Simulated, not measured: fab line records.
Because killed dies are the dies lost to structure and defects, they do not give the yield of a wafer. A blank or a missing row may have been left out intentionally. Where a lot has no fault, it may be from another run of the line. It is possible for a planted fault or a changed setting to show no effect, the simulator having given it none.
8D (eight disciplines) problem report, filled in by code	flow n5_finfet	the parts of the form that need people (team, actions taken, sign-off) are left out

== 1. THE ISSUE ==
Wafers without a fault read 197.2 s, standard deviation 0.43; run_length_s at N5_PASSIVATION_PECVD_53 reads a mean of 202.6 s on 6 wafers belonging to 2 lots. That puts it +13 standard deviations away from the usual mean.
The step: deposits SiO2 from TEOS/O2, target thk 800 nm, time 169.4 s.
Seen first at day 14 16:41 on pecvd-02, wafer L850.1. The record has a number at this step for 30 wafers belonging to 10 lots. The rule behind "out" and "out of limits": a value lying over 4 standard deviations away from the usual mean. The rest of the wafers with a number are treated as sound.

== 2. WHAT IT IS, AND WHAT IT ISN'T ==
question	is	is not
which readings at this step	run_length_s	-
which lots	L850, L852	L843, L845, L851, L854, L855, L857, L862, L864
which wafers of those lots	all that have a number	-
read on which tools	pecvd-02	pecvd-01, pecvd-04
when	from day 14 16:41	up to then (6 sound wafers); but 18 sound wafers of L851, L854, L855, L857, L862, L864 came after

== 3. THE SUSPECTS, EACH WITH WHAT RULES IT OUT ==
Counting: a tool at a process step up to the reading stays a suspect if it ran every lot that is out and no sound lot after the first of them.
- rie_diel-05 at N5_PASSIVATION_STRIP_14 (strips in O2): ruled out as a lasting fault. After its first lot that is out, L850 (day 14 14:20), sound lots L855, L857, L862 ran on it.
- rie_diel-05 at N5_PASSIVATION_ETCH_15 (etches SiCN in CF4/N2, target depth 75 nm, time 81.2 s): ruled out as a lasting fault. After its first lot that is out, L850 (day 14 16:41), sound lots L855, L857, L862 ran on it. N5_PASSIVATION_ETCH_15 gives no start for some lots, so the hours and the order of its lots are those of N5_PASSIVATION_PECVD_53.
- pecvd-02 at N5_PASSIVATION_PECVD_53 (deposits SiO2 from TEOS/O2, target thk 800 nm, time 169.4 s): kept. It ran every lot that is out, first L850 (day 14 16:41), and no sound lot after that. On those wafers its own readings are out: run_length_s.
Remaining after the count: pecvd-02 at N5_PASSIVATION_PECVD_53.

== 4. THE CAUSE (what the simulator had put in) ==
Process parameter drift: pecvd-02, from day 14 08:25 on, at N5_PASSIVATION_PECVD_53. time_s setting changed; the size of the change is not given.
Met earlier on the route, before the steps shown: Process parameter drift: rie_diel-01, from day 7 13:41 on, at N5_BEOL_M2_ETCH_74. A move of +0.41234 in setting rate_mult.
Only this tool survived the counting.

== 5. SEQUENCE OF EFFECTS, ordered by route ==
Each row: a reading whose mean over the struck wafers that have a number lies more than 3 standard deviations from the usual. Readings are gone through only where the record gives a usual standard deviation; hours: the median, over the lots, of the time from a lot's start at the first step in this table giving one to that lot's start at this step; sigmas: the change measured in usual standard deviations.
hours	step	reading	usual	on struck wafers	change	sigmas
0	N5_PASSIVATION_PECVD_53	run_length_s	197.2 s	202.6	+5.4	+13
The process steps in it:
- N5_PASSIVATION_PECVD_53: deposits SiO2 from TEOS/O2, target thk 800 nm, time 169.4 s.

== 6. WHAT WOULD HAVE CAUGHT IT SOONER ==
8 hours passed between the start of the fault at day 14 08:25 and the first reading out of limits in this record, taken at day 14 16:41.
